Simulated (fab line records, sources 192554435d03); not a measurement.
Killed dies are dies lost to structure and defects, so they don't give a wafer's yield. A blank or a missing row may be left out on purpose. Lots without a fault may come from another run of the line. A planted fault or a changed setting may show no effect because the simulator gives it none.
One fault seen from 3 desks | flow n5_finfet | each desk has only its own numbers; what lay behind them comes last

THE TOOL OWNER'S DESK: rie_diel-02
The tool's own readings at N5_BEOL_M7_ETCH_41 (etches SiCN in CH3F/O2, target depth 31.9 nm, time 57.8 s): means of the sampled wafers that have a number, for each lot that ran on this tool. A lot is out of limits, marked OUT, if its mean lies more than 4 standard deviations from the usual mean; the brackets give that distance.
Columns: A = bias_w at N5_BEOL_M7_ETCH_41, usual 74.96 W; B = drypump_motor_current_A at N5_BEOL_M7_ETCH_41, usual 5.8 A; C = oes_product_au at N5_BEOL_M7_ETCH_41, usual 0.79 a.u.; D = rf_vpp_V at N5_BEOL_M7_ETCH_41, usual 297.2 V; E = showerhead_plenum_p_Torr at N5_BEOL_M7_ETCH_41, usual 1.99 Torr; F = throttle_valve_pct at N5_BEOL_M7_ETCH_41, usual 16.22 %
lot  | first seen here | A               | B   | C    | D               | E    | F
L269 | day 10 07:54    | 74.80           | 5.5 | 0.81 | 296.8           | 1.96 | 16.17
L277 | day 12 21:16    | 81.65 (+30) OUT | 5.8 | 0.74 | 311.4 (+10) OUT | 1.96 | 16.41
This desk's finding: out of limits on L277; first on L277, day 12 21:16 (bias_w at N5_BEOL_M7_ETCH_41). In limits: L269.

THE DEFECT DESK
What the inspections along the route counted, lot by lot: means of the sampled wafers that have a number. A lot is out of limits, marked OUT, if its mean lies more than 4 standard deviations from the usual mean; the brackets give that distance.
Columns: A = raw_defect_count at N5_BEOL_M7_INSPECT_30, usual 400
lot  | first seen here | A
L268 | day 9 23:37     | 450
L269 | day 10 06:57    | 437
L277 | day 12 20:56    | 322
L284 | day 14 06:24    | 341
L287 | day 14 19:57    | 319
This desk's finding: nothing out of limits on any of the 5 lots.

THE METROLOGY DESK
What the gauges read, lot by lot, whatever tool the lot ran on: means of the sampled wafers that have a number. A lot is out of limits, marked OUT, if its mean lies more than 4 standard deviations from the usual mean; the brackets give that distance.
Columns: A = V6_OVL at N5_BEOL_M7_OVL_MEAS_29, usual 0.1 nm
lot  | first seen here | A
L268 | day 9 23:34     | -0.6
L269 | day 10 06:53    | -0.3
L277 | day 12 20:53    | 0.1
L284 | day 14 06:21    | 0.3
L287 | day 14 19:53    | 0.5
This desk's finding: nothing out of limits on any of the 5 lots.

PUT TOGETHER
The tool owner's desk could have raised an alarm at day 12 21:16, on L277.
The defect desk saw nothing out of limits.
The metrology desk saw nothing out of limits.
The defect desk has L277 on record, within its limits.
The metrology desk has L277 on record, within its limits.
Of the lots named, all ran N5_BEOL_M7_ETCH_41 on rie_diel-02.

WHAT THE SIMULATOR HAD PUT IN
Process parameter drift: rie_diel-02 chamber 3, from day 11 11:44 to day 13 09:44, at N5_BEOL_M7_ETCH_41. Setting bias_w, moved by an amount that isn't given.
Lots struck among those shown: L277.
Hours from the fault's start to each desk's first reading out of limits: the tool owner's desk, 34.
